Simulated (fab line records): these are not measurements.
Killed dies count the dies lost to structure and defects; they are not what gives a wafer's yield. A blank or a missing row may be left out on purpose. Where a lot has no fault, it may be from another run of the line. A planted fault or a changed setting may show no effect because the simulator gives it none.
The tool behind it: which one? | flow n5Finfet | 72 wafers from 24 lots sampled at 3 of the route's 1938 steps

WHAT THE GAUGES SHOWED, per wafer
N5_BEOL_M4_OVL_MEAS_12. Usual: for M4_OVL the level is 0.0 nm and the standard deviation is 0.66.
lot  | measured     | on         | M4_OVL (nm)    | flag
L074 | day 7 11:40  | overlay-02 | 0.6 0.2 -0.1   | 
L075 | day 7 21:14  | overlay-01 | 0.7 0.2 0.5    | 
L076 | day 8 03:55  | overlay-01 | -0.7 0.4 -0.1  | 
L078 | day 8 04:01  | overlay-01 | 0.5 0.0 -0.6   | 
L077 | day 8 06:44  | overlay-01 | -0.1 0.1 -0.9  | 
L079 | day 8 17:08  | overlay-01 | 0.4 0.1 2.1    | 
L080 | day 9 02:51  | overlay-01 | -0.3 -0.2 -0.3 | 
L081 | day 9 10:51  | overlay-01 | 0.6 0.1 0.2    | 
L082 | day 9 13:40  | overlay-02 | -0.5 -0.1 0.4  | 
L083 | day 9 15:46  | overlay-02 | 0.3 -0.8 0.5   | 
L084 | day 10 05:00 | overlay-01 | -0.1 0.7 1.6   | 
L086 | day 10 06:20 | overlay-01 | -0.9 -1.2 -0.7 | 
L085 | day 10 08:29 | overlay-01 | 0.1 -0.4 -0.4  | 
L087 | day 10 15:01 | overlay-02 | -0.3 -0.8 -0.3 | 
L088 | day 10 18:45 | overlay-01 | 0.2 0.7 0.8    | 
L089 | day 11 23:19 | overlay-01 | -0.5 -1.7 -0.6 | 
L090 | day 11 23:22 | overlay-02 | -0.1 -1.5 -0.8 | 
L092 | day 12 02:20 | overlay-02 | 0.5 0.0 0.0    | 
L091 | day 12 06:38 | overlay-01 | -0.6 -0.7 0.0  | 
L093 | day 12 13:32 | overlay-02 | -1.1 0.1 -0.4  | 
L094 | day 12 23:56 | overlay-01 | -0.5 0.0 -0.1  | 
L097 | day 13 04:02 | overlay-02 | 0.2 0.7 0.6    | 
L096 | day 13 05:41 | overlay-02 | 0.4 0.9 0.6    | 
L095 | day 13 06:16 | overlay-02 | -0.7 -1.3 -1.5 | 

N5_BEOL_M4_OVL_MEAS_29. Usual: for V3_OVL the level is -0.2 nm and the standard deviation is 0.61.
lot  | measured     | on         | V3_OVL (nm)    | flag
L074 | day 7 12:40  | overlay-02 | -0.5 1.0 -0.6  | 
L075 | day 7 22:14  | overlay-01 | -1.0 -0.1 -0.1 | 
L076 | day 8 04:55  | overlay-02 | 1.0 -0.3 0.0   | 
L078 | day 8 05:05  | overlay-02 | -0.5 -0.9 -0.7 | 
L077 | day 8 08:21  | overlay-01 | -0.6 -0.8 -0.3 | 
L079 | day 8 18:05  | overlay-02 | -1.1 -0.4 -0.7 | 
L080 | day 9 03:55  | overlay-02 | -0.7 0.4 -1.2  | 
L081 | day 9 12:16  | overlay-01 | 0.3 -1.1 0.1   | 
L082 | day 9 14:50  | overlay-01 | -1.5 -0.1 -1.1 | 
L083 | day 9 16:38  | overlay-02 | 0.0 -1.3 -0.1  | 
L084 | day 10 05:53 | overlay-01 | -0.6 -0.4 -0.5 | 
L086 | day 10 07:13 | overlay-01 | 0.3 0.2 -1.2   | 
L085 | day 10 09:29 | overlay-01 | -0.7 -0.5 -0.2 | 
L087 | day 10 16:23 | overlay-02 | -0.1 0.0 0.2   | 
L088 | day 10 19:57 | overlay-01 | 0.0 0.2 0.9    | 
L089 | day 12 00:11 | overlay-02 | 0.0 0.3 0.5    | 
L090 | day 12 00:15 | overlay-01 | -0.2 0.4 0.6   | 
L092 | day 12 03:23 | overlay-01 | -1.4 -0.9 -1.3 | 
L091 | day 12 07:56 | overlay-02 | 1.0 -0.2 0.4   | 
L093 | day 12 14:25 | overlay-01 | 0.9 0.8 1.2    | 
L094 | day 13 00:56 | overlay-01 | -1.0 1.2 -0.2  | 
L097 | day 13 06:12 | overlay-01 | 0.8 0.8 0.8    | 
L096 | day 13 07:03 | overlay-02 | -0.8 -0.4 -1.0 | 
L095 | day 13 07:14 | overlay-01 | 0.4 -0.2 -0.3  | 

WHAT TOOL EACH LOT RAN ON (gives the tool, then ch and the chambers of the sampled wafers, and finally the start)
lot  | N5_BEOL_M3_ANNEAL_51
L074 | rtpAnneal-01 ch 0, day 7 09:36
L075 | rtpAnneal-01 ch 0, day 7 19:19
L076 | rtpAnneal-01 ch 0, day 8 01:44
L078 | rtpAnneal-02 ch 0, day 8 01:59
L077 | rtpAnneal-01 ch 0, day 8 04:12
L079 | rtpAnneal-02 ch 0, day 8 13:14
L080 | rtpAnneal-02 ch 0, day 8 20:46
L081 | rtpAnneal-01 ch 0, day 9 08:41
L082 | rtpAnneal-01 ch 0, day 9 10:18
L083 | rtpAnneal-02 ch 0, day 9 13:38
L084 | rtpAnneal-01 ch 0, day 10 02:03
L086 | rtpAnneal-01 ch 0, day 10 04:17
L085 | rtpAnneal-01 ch 0, day 10 04:41
L087 | rtpAnneal-02 ch 0, day 10 13:05
L088 | rtpAnneal-01 ch 0, day 10 14:58
L089 | rtpAnneal-01 ch 0, day 11 20:43
L090 | rtpAnneal-01 ch 0, day 11 20:59
L092 | rtpAnneal-02 ch 0, day 11 23:59
L091 | rtpAnneal-02 ch 0, day 12 04:56
L093 | rtpAnneal-01 ch 0, day 12 11:19
L094 | rtpAnneal-01 ch 0, day 12 21:56
L097 | rtpAnneal-01 ch 0, day 13 02:23
L096 | rtpAnneal-02 ch 0, day 13 04:13
L095 | rtpAnneal-02 ch 0, day 13 04:37
- N5_BEOL_M3_ANNEAL_51: time 90 s.

AS READ BY THE TOOLS THEMSELVES (means over the sampled wafers that have a number; for cases with no such wafer, the mark the record gives instead)
N5_BEOL_M3_ANNEAL_51. Usual: wafer_temp_C_max reads 225.99 (standard deviation 0.26).
lot  | tool         | wafer_temp_C_max | flag
L074 | rtpAnneal-01 | 226.04           | 
L075 | rtpAnneal-01 | 226.50           | 
L076 | rtpAnneal-01 | 225.84           | 
L078 | rtpAnneal-02 | 225.81           | 
L077 | rtpAnneal-01 | 226.01           | 
L079 | rtpAnneal-02 | 226.08           | 
L080 | rtpAnneal-02 | 225.53           | 
L081 | rtpAnneal-01 | 225.84           | 
L082 | rtpAnneal-01 | 226.12           | 
L083 | rtpAnneal-02 | 225.93           | 
L084 | rtpAnneal-01 | 225.96           | 
L086 | rtpAnneal-01 | 226.15           | 
L085 | rtpAnneal-01 | 226.21           | 
L087 | rtpAnneal-02 | 226.06           | 
L088 | rtpAnneal-01 | 226.05           | 
L089 | rtpAnneal-01 | 226.04           | 
L090 | rtpAnneal-01 | 226.00           | 
L092 | rtpAnneal-02 | 225.81           | 
L091 | rtpAnneal-02 | 225.72           | 
L093 | rtpAnneal-01 | 225.93           | 
L094 | rtpAnneal-01 | 226.29           | 
L097 | rtpAnneal-01 | 226.22           | 
L096 | rtpAnneal-02 | 226.03           | 
L095 | rtpAnneal-02 | 225.71           | 

THE ANSWER, worked out from the rows above alone
Rule: take the mean of a lot's wafers that have a number; if it is more than 3 standard deviations from the usual mean, the lot is off. Also off: a lot with no number at a reading for which 4 or more lots have one. All remaining lots with rows at the step are treated as sound. After the gauges, taken in route order, come the tools' own readings; for these a lot's mean is taken, as printed above. At the first step where some lot is off, the reading lying furthest off is the one used; lots without a number count as furthest.
No lot is off at any reading shown: from this, nothing can be told.

WHAT THE SIMULATOR PUT IN
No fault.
